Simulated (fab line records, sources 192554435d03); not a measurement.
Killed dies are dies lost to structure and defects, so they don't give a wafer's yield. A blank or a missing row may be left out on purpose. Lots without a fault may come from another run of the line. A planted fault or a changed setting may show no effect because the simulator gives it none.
fab line records | flow n5_finfet
record lots=10 wafers=30 last_day=17
route steps=1938 shown BEOL_M4@1111 PASS1_CAP@1874 TV_LITHO@1884 PASSIVATION@1929 END@1938
lots that met no fault: from a run of the same line without faults
start_h: hours from the record's first day to the start of the lot's first wafer shown | wait_h: hours since the lot's step before | " the same as in the row above | L1.1+2: a row that stands for several wafers | - no value, or no start given | * or withheld: withheld | < > ~ a bound
route shown NAME@n: a module of which the file shows steps, and the number in the route of the first | usual: mean/standard deviation of fault-free wafers | same: alike in all rows | chamber/n: place in a boat | sites: the reading at each site | _std_site: their standard deviation | _edge_site: outer sites' mean less inner sites' | radius_mm: how far each site lies from the wafer's centre | mask NAME#n: copy n | behind: the tool/chamber that last shaped the wafer | hold: why the lot was held/for how many hours/how that ended | device: the transistor (n, p or np) that didn't switch | end of line: the same wafers' tests at the end of the route | a step without rows: its recipe alone | killed: dies lost to structure and defects at the first sort, not the wafer's yield | map: a wafer's dies, x killed, . not, _ none there
set.NAME: the setting as run; set.NAME@STEP: as run at that earlier step | model.NAME: the simulator's own value behind a step, which no gauge read
steps of the route over a sample of lots; a table a step, a row a wafer
services: from which hour (start_h, from the record's first day; less than 0 if before it) a tool's chamber was out of use, for how many hours, and why
## steps
# step N5_BEOL_M4_RC_MEAS_101
# usual DIBL_N=36.2/2.4 DIBL_P=36.2/2.6 IOFF_N=0.16/0.045 IOFF_P=0.21/0.046 ION_N=674/17 ION_P=463/11 SS_N=71.5/0.77 SS_P=73.1/0.76 VT_N=250/3.9 VT_P=-250/3.9
# columns lot.wafer tool chamber start_h wait_h DIBL_N[mV/V] DIBL_P[mV/V] IOFF_N[nA/um] IOFF_P[nA/um] ION_N[uA/um] ION_P[uA/um] SS_N[mV/dec] SS_P[mV/dec] VT_N[mV] VT_P[mV]
L194.3 prober-02 0 162.94 0.3 32.4 31.4 0.10 0.13 667 456 69.5 71.9 254 -258
L194.4 " 0 " " 30.5 28.2 0.07 0.10 649 448 69.5 70.9 261 -261
L194.6 " 0 " " 37.0 37.0 0.18 0.20 678 463 71.2 73.7 249 -252
L193.1 prober-02 0 165.46 0.0 39.4 39.7 0.20 0.27 685 474 72.3 73.8 249 -244
L193.2 " 0 " " 37.9 38.3 0.16 0.24 692 480 71.5 72.9 249 -249
L193.3 " 0 " " 40.5 40.5 0.22 0.30 695 473 71.9 74.1 247 -245
L195.2 prober-01 0 165.86 0.2 34.6 37.3 0.13 0.16 646 439 71.7 73.4 258 -258
L195.4 " 0 " " 32.8 36.1 0.12 0.15 677 470 71.7 72.2 253 -257
L195.5 " 0 " " 31.4 34.6 0.10 0.14 658 457 70.6 72.7 255 -258
L197.2 prober-01 0 185.97 0.2 37.8 36.7 0.15 0.17 669 445 72.4 73.7 253 -258
L197.4 " 0 " " 38.2 37.9 0.16 0.20 678 464 71.1 74.5 250 -256
L197.6 " 0 " " 36.8 35.4 0.12 0.16 644 438 72.1 73.0 257 -257
L202.2 prober-01 0 243.67 0.2 40.9 41.8 0.28 0.27 720 480 72.5 74.7 244 -247
L202.3 " 0 " " 37.9 38.4 0.17 0.20 669 458 71.7 74.6 251 -252
L202.4 " 0 " " 39.6 40.5 0.23 0.25 676 452 71.9 75.0 247 -249
L203.1 prober-02 0 245.65 0.0 34.9 35.3 0.14 0.21 678 467 71.3 72.5 250 -248
L203.2 " 0 " " 37.4 36.0 0.19 0.22 669 460 72.6 73.1 248 -251
L203.4 " 0 " " 36.3 35.8 0.16 0.22 669 461 71.0 73.3 248 -249
L207.3 prober-01 0 254.58 0.3 39.9 39.5 0.23 0.33 676 469 73.1 74.4 246 -244
L207.5 " 0 " " 36.7 35.6 0.16 0.24 674 469 71.7 73.7 250 -247
L207.6 " 0 " " 36.6 35.2 0.16 0.24 696 476 71.7 73.8 250 -246
L208.3 prober-01 0 257.52 0.3 35.7 38.0 0.18 0.21 688 468 71.6 73.2 247 -251
L208.5 " 0 " " 34.6 36.0 0.16 0.18 691 468 71.2 72.8 248 -252
L208.6 " 0 " " 36.0 37.9 0.16 0.20 665 458 71.8 73.8 250 -252
L210.1 prober-02 0 276.63 0.0 37.7 38.1 0.20 0.25 704 477 71.0 74.4 247 -249
L210.3 " 0 " " 38.0 37.1 0.19 0.23 680 468 71.1 73.9 249 -250
L210.5 " 0 " " 38.6 38.9 0.20 0.26 692 468 72.1 73.7 247 -247
L214.2 prober-01 0 300.46 0.2 34.8 33.8 0.12 0.17 681 468 71.7 72.6 251 -254
L214.5 " 0 " " 37.0 35.0 0.15 0.19 644 444 71.8 72.1 253 -253
L214.6 " 0 " " 40.3 41.5 0.24 0.32 707 482 72.2 73.8 243 -244
# step N5_PASSIVATION_PECVD_01
# recipe material=SiNx target_thk_a=2000 temp_c=400 precursor=SiH4/NH3/N2 pressure_torr=4.9 rf_w=1406 time_s=43.2
# usual heater_power_w=352/67 showerhead_plenum_p_Torr=8.62/0.085 throttle_valve_pct=28.2/1.5
# columns lot.wafer tool chamber start_h wait_h heater_power_w showerhead_plenum_p_Torr throttle_valve_pct
L194.3 pecvd-01 2 231.81 0.0 281 8.64 26.5
L194.4 " 1 " " 303 8.52 30.6
L194.6 " 0 " " 369 8.66 27.6
L195.2 pecvd-03 0 233.28 0.0 318 8.53 29.2
L195.4 " 1 " " 426 8.54 28.9
L195.5 " 0 " " 326 8.54 29.2
L193.1 pecvd-03 0 240.83 0.0 376 8.54 29.2
L193.2 " 1 " " 460 8.56 29.0
L193.3 " 2 " " 282 8.73 26.4
L197.2 pecvd-01 2 265.96 0.0 331 8.65 26.5
L197.4 " 0 " " 249 8.65 27.8
L197.6 " 2 " " 323 8.68 26.6
L202.2 pecvd-03 1 357.22 0.0 448 8.54 26.1
L202.3 " 2 " " 298 8.73 26.9
L202.4 " 0 " " 399 8.54 29.5
L203.1 pecvd-01 0 361.57 0.0 315 8.65 28.3
L203.2 " 1 " " 317 8.53 30.7
L203.4 " 0 " " 328 8.65 28.2
L207.3 pecvd-01 1 362.16 0.0 293 8.51 30.7
L207.5 " 0 " " 274 8.66 28.2
L207.6 " 2 " " 301 8.65 26.8
L208.3 pecvd-03 1 380.17 0.0 453 8.54 26.4
L208.5 " 0 " " 306 8.53 29.3
L208.6 " 2 " " 306 8.73 26.8
L210.1 pecvd-01 0 384.37 0.0 365 8.63 28.2
L210.3 " 1 " " 382 8.50 30.8
L210.5 " 2 " " 252 8.64 26.9
L214.2 pecvd-03 2 396.48 0.0 283 8.73 26.5
L214.5 " 1 " " 435 8.56 26.5
L214.6 " 0 " " 386 8.54 29.4
# step N5_PASSIVATION_OVL_MEAS_60
# recipe points_per_wafer=44
# usual TV_OVL=2/5.1
# same points_per_wafer=44
# columns lot.wafer tool chamber start_h wait_h TV_OVL[nm]
L194.3 overlay-02 0 233.62 0.0 2
L194.4 " 0 " " 2
L194.6 " 0 " " 5
L195.2 overlay-02 0 233.91 0.0 -1
L195.4 " 0 " " 0
L195.5 " 0 " " 2
L193.1 overlay-01 0 244.24 0.0 3
L193.2 " 0 " " 1
L193.3 " 0 " " 4
L197.2 overlay-01 0 268.00 0.0 12
L197.4 " 0 " " 8
L197.6 " 0 " " 2
L202.2 overlay-01 0 359.27 0.0 -1
L202.3 " 0 " " -3
L202.4 " 0 " " 7
L203.1 overlay-01 0 364.10 0.0 -10
L203.2 " 0 " " 4
L203.4 " 0 " " -11
L207.3 overlay-01 0 367.29 0.0 4
L207.5 " 0 " " 3
L207.6 " 0 " " 0
L208.3 overlay-01 0 380.77 0.0 3
L208.5 " 0 " " -1
L208.6 " 0 " " -1
L210.1 overlay-01 0 384.76 0.0 -2
L210.3 " 0 " " 3
L210.5 " 0 " " 4
L214.2 overlay-01 0 399.47 0.0 5
L214.5 " 0 " " -2
L214.6 " 0 " " 5
# step N5_PASSIVATION_PASS_ETCH_47
# recipe chemistry=CF4/O2 target=SiNx target_depth_a=7700 time_s=385 ion_energy_ev=100 pressure_mtorr=40 source_w=535 bias_w=49 Ar_flow_sccm=100 cf4_flow_sccm=100 O2_flow_sccm=10
# usual drypump_motor_current_A=5.83/0.29 oes_product_au=0.81/0.073 rf_vpp_V=242/8.2 showerhead_plenum_p_Torr=2.20/0.067 throttle_valve_pct=15.81/0.27
# columns lot.wafer tool chamber start_h wait_h drypump_motor_current_A oes_product_au rf_hours_counter_h rf_vpp_V showerhead_plenum_p_Torr throttle_valve_pct
L194.3 rie_diel-04 3 238.53 0.0 6.17 0.86 56 236 2.15 15.78
L194.4 " 2 " " 5.85 0.84 43 234 2.15 15.57
L194.6 " 3 " " 6.16 0.86 - 235 2.15 15.77
L195.2 rie_diel-03 3 240.02 0.0 5.30 0.80 89 236 2.22 15.74
L195.4 " 0 " " 5.67 0.91 27 248 2.24 15.62
L195.5 " 0 " " 5.68 0.91 - 248 2.24 15.60
L193.1 rie_diel-05 3 250.12 0.0 5.85 0.75 199 252 2.19 16.15
L193.2 " 1 " " 5.33 0.77 123 262 2.29 15.71
L193.3 " 2 " " 6.15 0.86 50 243 2.22 15.54
L197.2 rie_diel-03 2 271.57 0.0 6.15 0.80 101 247 2.32 16.27
L197.4 " 0 " " 5.65 0.89 34 247 2.24 15.63
L197.6 " 2 " " 6.15 0.80 - 247 2.31 16.26
L202.2 rie_diel-05 3 363.40 0.0 5.84 0.72 235 250 2.18 16.20
L202.3 " 2 " " 6.14 0.81 86 243 2.21 15.61
L202.4 " 2 " " 6.11 0.82 - 242 2.21 15.62
L203.1 rie_diel-03 2 367.99 0.0 6.15 0.77 132 247 2.30 16.33
L203.2 " 1 " " 5.98 0.84 86 252 2.15 16.00
L203.4 " 3 " " 5.30 0.76 126 236 2.21 15.80
L207.3 rie_diel-05 0 373.62 0.0 5.59 0.89 36 235 2.17 15.49
L207.5 " 2 " " 6.17 0.81 - 245 2.21 15.61
L207.6 " 3 " " 5.85 0.73 - 251 2.17 16.22
L208.3 rie_diel-04 0 384.61 0.0 5.37 0.97 8 242 2.32 15.51
L208.5 " 1 " " 5.99 0.96 - 234 2.32 15.24
L208.6 " 2 " " 5.82 0.78 - 231 2.14 15.67
L210.1 rie_diel-03 0 388.95 0.0 5.66 0.83 71 248 2.23 15.69
L210.3 " 3 " " 5.32 0.77 133 238 2.21 15.81
L210.5 " 1 " " 5.92 0.84 - 252 2.15 16.02
L214.2 rie_diel-03 0 403.14 0.0 5.68 0.83 75 248 2.22 15.71
L214.5 " 2 " " 6.14 0.76 - 246 2.30 16.34
L214.6 " 3 " " 5.32 0.75 - 238 2.20 15.83
# step N5_PASSIVATION_PROBE_49
# usual defect_limited_yield=91.2/1.4 killed_at_M0_to_M3=33/9.5 killed_at_M4_up=13/4.7 killed_at_contacts=11/5.3 killed_at_front_end=42/12 killed_at_other=5/3.3 killed_dies=104/17 killed_on_rim=14/4 killed_open=67/12 killed_short=33/7.7 sort_bin_4_leakage=0.01/0.058 sort_bin_5_function=5.1/0.94 sort_bin_6_memory=3.3/0.67 sort_bin_8_speed=0.1/1.3 sort_n_pass=1074/24 sort_yield_pct=91.1/2
# same gross_dies=1180 killed_at_back_side=0
# columns lot.wafer tool chamber start_h wait_h defect_limited_yield[%] killed_at_M0_to_M3 killed_at_M4_up killed_at_contacts killed_at_front_end killed_at_other killed_dies killed_on_rim killed_open killed_short sort_bin_4_leakage[%] sort_bin_5_function[%] sort_bin_6_memory[%] sort_bin_8_speed[%] sort_n_pass sort_yield_pct[%]
L197.2 prober-01 - 275.85 0.1 92.2 29 14 6 38 5 92 17 61 26 0 3.9 3.5 0 1088 92.2
L197.4 prober-01 - 275.95 0.2 93.6 23 5 6 40 2 76 7 44 31 0 3.3 2.9 0 1104 93.6
L197.6 prober-01 - 276.05 0.3 89.7 34 12 6 65 4 121 16 81 34 0 5.8 3.6 0.4 1054 89.3
L203.1 prober-01 - 371.56 0.0 91.7 25 11 10 49 3 98 13 61 34 0 4.4 3.7 0 1082 91.7
L203.2 prober-01 - 371.61 0.1 90.0 39 17 5 52 5 118 18 72 38 0 6.4 2.8 0 1062 90.0
L203.4 prober-01 - 371.71 0.2 88.9 33 28 15 49 6 131 16 86 43 0 6.3 4.4 0 1049 88.9
L207.3 prober-01 - 376.74 0.1 61.5 55 21 12 45 321 454 152 85 47 0 6.9 3.9 0 726 61.5
L207.5 prober-01 - 376.84 0.2 90.8 38 21 16 31 2 108 10 70 37 0 6.4 2.5 0 1072 90.8
L207.6 prober-01 - 376.89 0.3 91.9 43 20 8 23 2 96 17 62 27 0 3.9 3.3 0 1084 91.9
L208.3 prober-02 - 388.14 0.1 90.3 41 11 13 45 4 114 18 82 31 0 6.0 3.6 0 1066 90.3
L208.5 prober-02 - 388.24 0.2 92.9 30 15 7 26 6 84 10 50 33 0 4.2 2.6 0 1096 92.9
L208.6 prober-02 - 388.29 0.3 93.2 31 15 10 16 8 80 11 50 25 0 4.3 2.4 0 1100 93.2
L210.1 prober-01 - 391.96 0.0 89.8 48 18 9 41 4 120 21 72 48 0 5.5 4.3 0 1060 89.8
L210.3 prober-01 - 392.06 0.1 71.8 20 7 17 40 249 333 141 56 34 0 4.7 2.7 0 847 71.8
L210.5 prober-01 - 392.16 0.2 90.3 32 14 13 47 8 114 18 75 35 0 5.7 3.2 0 1066 90.3
# killed by level:class
L197.2 STI_FIN_REVEAL:geometric_particle:open=13 BEOL_M3:geometric_particle:open=7 MOL_CONTACT_COAG:geometric_particle:open=6 BEOL_M0_SAQP:geometric_particle:short=6 DUMMY_GATE:geometric_particle:open=5 FIN_SAQP:geometric_particle:open=4 BEOL_M7:geometric_particle:open=4 STI_FIN_REVEAL:geometric_particle:short=4
L197.4 STI_FIN_REVEAL:geometric_particle:open=8 FIN_SAQP:geometric_particle:open=5 BEOL_M3:geometric_particle:short=5 STARTING-WAFER:geometric_particle:open=5 BEOL_M0:geometric_particle:open=4 MOL_CONTACT_COAG:geometric_particle:open=4 BEOL_M2:geometric_particle:short=4 BEOL_M3:geometric_particle:open=4
L197.6 STI_FIN_REVEAL:geometric_particle:open=20 BEOL_M3:geometric_particle:open=12 FIN_SAQP:geometric_particle:short=8 DUMMY_GATE:geometric_particle:open=6 MOL_CONTACT_COAG:geometric_particle:open=6 BEOL_M2:geometric_particle:open=6 FIN_SAQP:geometric_particle:open=5 BEOL_M4:geometric_particle:open=5
L203.1 FIN_SAQP:geometric_particle:open=16 FIN_SAQP:geometric_particle:short=10 BEOL_M0_SAQP:geometric_particle:short=9 MOL_CONTACT_COAG:geometric_particle:open=9 DUMMY_GATE:geometric_particle:open=6 BEOL_M3:geometric_particle:open=6 BEOL_M4:geometric_particle:open=4 GATE_CUT:geometric_particle:open=3
L203.2 FIN_SAQP:geometric_particle:open=13 BEOL_M0_SAQP:geometric_particle:open=12 FIN_SAQP:geometric_particle:short=11 BEOL_M0_SAQP:geometric_particle:short=10 BEOL_M3:geometric_particle:open=8 BEOL_M4:geometric_particle:open=6 HKMG_FIN:area_etch=6 STI_FIN_REVEAL:geometric_particle:open=5
L203.4 FIN_SAQP:geometric_particle:open=15 MOL_CONTACT_COAG:geometric_particle:open=13 BEOL_M4:geometric_particle:open=12 FIN_SAQP:geometric_particle:short=10 BEOL_M5:geometric_particle:open=8 BEOL_M0_SAQP:geometric_particle:short=8 STI_FIN_REVEAL:geometric_particle:open=7 BEOL_M0_SAQP:geometric_particle:open=7
L207.3 PASS1_CAP:area_pecvd=321 BEOL_M0_SAQP:geometric_particle:short=15 BEOL_M0:geometric_particle:open=11 MOL_CONTACT_COAG:geometric_particle:open=11 BEOL_M4:geometric_particle:open=11 BEOL_M1:geometric_particle:open=10 ILD0:geometric_particle:short=9 STI_FIN_REVEAL:geometric_particle:open=8
L207.5 MOL_CONTACT_COAG:geometric_particle:open=13 ILD0:geometric_particle:short=9 BEOL_M0_SAQP:geometric_particle:open=9 BEOL_M0_SAQP:geometric_particle:short=8 BEOL_M2:geometric_particle:open=7 BEOL_M4:geometric_particle:open=7 FIN_SAQP:geometric_particle:short=6 BEOL_M5:geometric_particle:open=6
L207.6 BEOL_M0_SAQP:geometric_particle:short=11 BEOL_M4:geometric_particle:open=10 BEOL_M0_SAQP:geometric_particle:open=9 MOL_CONTACT_COAG:geometric_particle:open=7 BEOL_M1:geometric_particle:open=7 BEOL_M2:geometric_particle:open=6 HKMG_FIN:area_etch=5 STI_FIN_REVEAL:geometric_particle:open=4
L208.3 STI_FIN_REVEAL:geometric_particle:open=17 BEOL_M2:geometric_particle:open=13 MOL_CONTACT_COAG:geometric_particle:open=10 BEOL_M4:geometric_particle:open=8 BEOL_M3:geometric_particle:open=6 FIN_SAQP:geometric_particle:open=5 DUMMY_GATE:geometric_particle:open=5 DUMMY_GATE:geometric_particle:short=4
L208.5 BEOL_M2:geometric_particle:open=8 FIN_SAQP:geometric_particle:short=7 BEOL_M0_SAQP:geometric_particle:short=7 BEOL_M4:geometric_particle:open=7 STI_FIN_REVEAL:geometric_particle:open=6 BEOL_M0_SAQP:geometric_particle:open=5 FIN_SAQP:geometric_particle:open=4 MOL_CONTACT_COAG:geometric_particle:short=4
L208.6 BEOL_M2:geometric_particle:open=8 BEOL_M0_SAQP:geometric_particle:open=8 MOL_CONTACT_COAG:geometric_particle:open=7 BEOL_M4:geometric_particle:open=7 BEOL_M0_SAQP:geometric_particle:short=6 FIN_SAQP:geometric_particle:open=5 MOL_CONTACT_COAG:geometric_particle:short=3 STARTING-WAFER:geometric_particle:short=3
L210.1 FIN_SAQP:geometric_particle:open=12 BEOL_M0_SAQP:geometric_particle:short=12 BEOL_M4:geometric_particle:open=9 BEOL_M0_SAQP:geometric_particle:open=9 BEOL_M1:geometric_particle:open=9 MOL_CONTACT_COAG:geometric_particle:open=8 BEOL_M3:geometric_particle:open=8 FIN_SAQP:geometric_particle:short=7
L210.3 PASS1_CAP:area_pecvd=242 MOL_CONTACT_COAG:geometric_particle:open=14 FIN_SAQP:geometric_particle:open=9 STI_FIN_REVEAL:geometric_particle:open=6 BEOL_M0_SAQP:geometric_particle:short=6 DUMMY_GATE:geometric_particle:open=5 FIN_SAQP:geometric_particle:short=4 BEOL_M0_SAQP:geometric_particle:open=4
L210.5 FIN_SAQP:geometric_particle:open=15 MOL_CONTACT_COAG:geometric_particle:open=12 FIN_SAQP:geometric_particle:short=9 STI_FIN_REVEAL:geometric_particle:open=9 BEOL_M3:geometric_particle:open=9 BEOL_M1:geometric_particle:open=6 GATE_CUT:geometric_particle:short=5 BEOL_M3:geometric_particle:short=4
# step N5_PASSIVATION_INSPECT_57
# recipe inspect_instrument=macro mode=outgoing
# usual raw_defect_count=2.0/1.5
# columns lot.wafer tool chamber start_h wait_h raw_defect_count
L194.3 defect_inspect-02 - 241.93 0.0 1
L194.4 " - " " 1
L194.6 " - " " 1
L195.2 defect_inspect-01 - 243.46 0.0 4
L195.4 " - " " 1
L195.5 " - " " 2
L193.1 defect_inspect-02 - 253.98 0.0 0
L193.2 " - " " 1
L193.3 " - " " 3
L197.2 defect_inspect-02 - 276.16 0.0 3
L197.4 " - " " 1
L197.6 " - " " 3
L202.2 defect_inspect-02 - 366.76 0.0 0
L202.3 " - " " 1
L202.4 " - " " 0
L203.1 defect_inspect-01 - 371.91 0.0 1
L203.2 " - " " 0
L203.4 " - " " 2
L207.3 defect_inspect-02 - 377.00 0.0 1
L207.5 " - " " 3
L207.6 " - " " 1
L208.3 defect_inspect-01 - 388.40 0.0 0
L208.5 " - " " 0
L208.6 " - " " 4
L210.1 defect_inspect-01 - 392.31 0.0 1
L210.3 " - " " 3
L210.5 " - " " 0
L214.2 defect_inspect-02 - 408.32 0.0 7
L214.5 " - " " 2
L214.6 " - " " 3
## services
# columns tool chamber start_h hours kind
rie_diel-03 0 210.20 8.6 repair
rie_diel-03 1 224.57 8.3 repair
rie_diel-05 0 244.10 - clean
rie_diel-05 0 244.10 - consumable_replace:focus_ring
rie_diel-05 0 244.10 14.7 scheduled_down
rie_diel-05 0 244.10 14.7 vent_cycle
rie_diel-04 1 254.81 4.4 repair
pecvd-03 - 258.91 2.8 pm
pecvd-01 - 278.28 2.8 pm
pecvd-03 - 284.92 28.1 pm
pecvd-01 0 305.84 5.5 scheduled_down
pecvd-03 2 320.47 5.5 scheduled_down
pecvd-03 1 326.76 - clean
pecvd-03 1 326.76 29.5 scheduled_down
pecvd-03 1 326.76 29.5 vent_cycle
rie_diel-05 0 343.08 3.3 repair
rie_diel-03 3 343.44 1.5 repair
pecvd-01 - 349.54 5.5 pm
rie_diel-05 1 359.66 33.4 repair
rie_diel-05 3 395.55 - clean
rie_diel-05 3 395.55 - consumable_replace:focus_ring
rie_diel-05 3 395.55 17.0 scheduled_down
rie_diel-05 0 399.67 2.8 repair
rie_diel-05 - 402.24 0.1 repair
## key
first_sign step=N5_PASSIVATION_PROBE_49 reading=killed_at_other direction=up sigmas=84 usual=5 struck=285
effect step=N5_PASSIVATION_PROBE_49 reading=defect_limited_yield direction=down sigmas=17 usual=91.2 struck=66.7
more_kills_born_at N5_PASSIVATION_PECVD_01@pecvd-01=563
met_at N5_PASSIVATION_PECVD_01
struck_lots L207,L210
struck_wafers L207.3,L210.3
not_acting_at N5_PASSIVATION_OVL_MEAS_60,N5_PASSIVATION_PASS_ETCH_47,N5_PASSIVATION_INSPECT_57
onset_between 361.57 362.16
fault kind=site_profile_drift tool=pecvd-01 chamber=1 onset_h=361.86 steps=N5_PASSIVATION_PECVD_01 basis=fraction max_abs_drift=0.46006 slope_share_per_hr=102.24 site_pattern=0,0,0,0,0,-1,-1,-1,-1
